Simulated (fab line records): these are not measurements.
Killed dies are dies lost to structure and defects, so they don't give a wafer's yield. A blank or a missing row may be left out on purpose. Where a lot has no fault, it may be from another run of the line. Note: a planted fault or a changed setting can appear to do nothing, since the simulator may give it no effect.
Matching of chambers	flow nand-harc	rie-diel-01 running NHARC_A_STAIRCASE_TRIM_12: 4 sister chambers
The step chemistry O2, time 211.2 s. 18 wafers are shown with their chamber, then 9 later ones without.

== WAFERS PAIRED WITH THEIR CHAMBERS ==
wafer	chamber	showerhead-plenum-p-Torr (Torr)	drypump-motor-current-A (A)	oes-product-au (a.u.)
L085.2	0	3.29	6.3	1.014
L085.3	2	3.52	6.7	1.002
L085.4	1	3.57	5.7	1.002
L085.1	3	3.68	6.3	1.008
L085.5	0	3.29	6.3	1.013
L085.6	1	3.57	5.7	0.996
L087.2	3	3.68	6.2	1.002
L087.3	1	3.57	5.7	0.995
L087.5	3	3.68	6.2	1.001
L086.2	2	3.52	6.6	0.992
L086.3	1	3.57	5.7	0.989
L086.5	2	3.52	6.6	0.986
L093.2	1	3.56	5.7	1.015
L093.3	3	3.68	6.3	1.007
L093.6	2	3.51	6.7	0.993
L094.1	1	3.56	5.7	1.012
L094.3	2	3.51	6.6	0.997
L094.5	2	3.51	6.6	1.003

SIGNATURES (averages over the wafers above)
reading	chamber 0	chamber 1	chamber 2	chamber 3	scatter within a chamber
showerhead-plenum-p-Torr	3.2900	3.5667	3.5150	3.6800	0.0045
drypump-motor-current-A	6.300	5.700	6.633	6.250	0.0408
oes-product-au	1.01350	1.00150	0.99550	1.00450	0.00741
Rule: distance of a wafer from a chamber = root of the sum over the readings of ((wafer's reading minus chamber's mean) / reading's scatter) squared. If the next closest chamber is less than 2 further off than the closest, the wafer can't be placed; otherwise it belongs to the closest. The scatter: the root of (the sum of the squares of (reading less its chamber's mean) over the shown wafers, divided by (wafers less chambers)).

== WAFERS WITHOUT THEIR CHAMBER ==
wafer	showerhead-plenum-p-Torr (Torr)	drypump-motor-current-A (A)	oes-product-au (a.u.)
L096.1	3.56	5.7	1.002
L096.2	3.28	6.4	0.995
L096.3	3.51	6.7	1.002
L097.1	3.55	5.7	1.011
L097.4	3.51	6.7	1.005
L097.6	3.51	6.6	0.999
L097.2	3.27	6.3	0.997
L097.3	3.67	6.3	0.996
L097.5	3.55	5.7	1.015

== WHICH CHAMBER EACH ONE RAN IN ==
wafer	from the rows above	in truth
L096.1	1	1
L096.2	0	0
L096.3	2	2
L097.1	1	1
L097.4	2	2
L097.6	2	2
L097.2	0	0
L097.3	3	3
L097.5	1	1
Correctly placed: 9 of 9. Number that these rows cannot place: 0. Placed wrongly: 0.
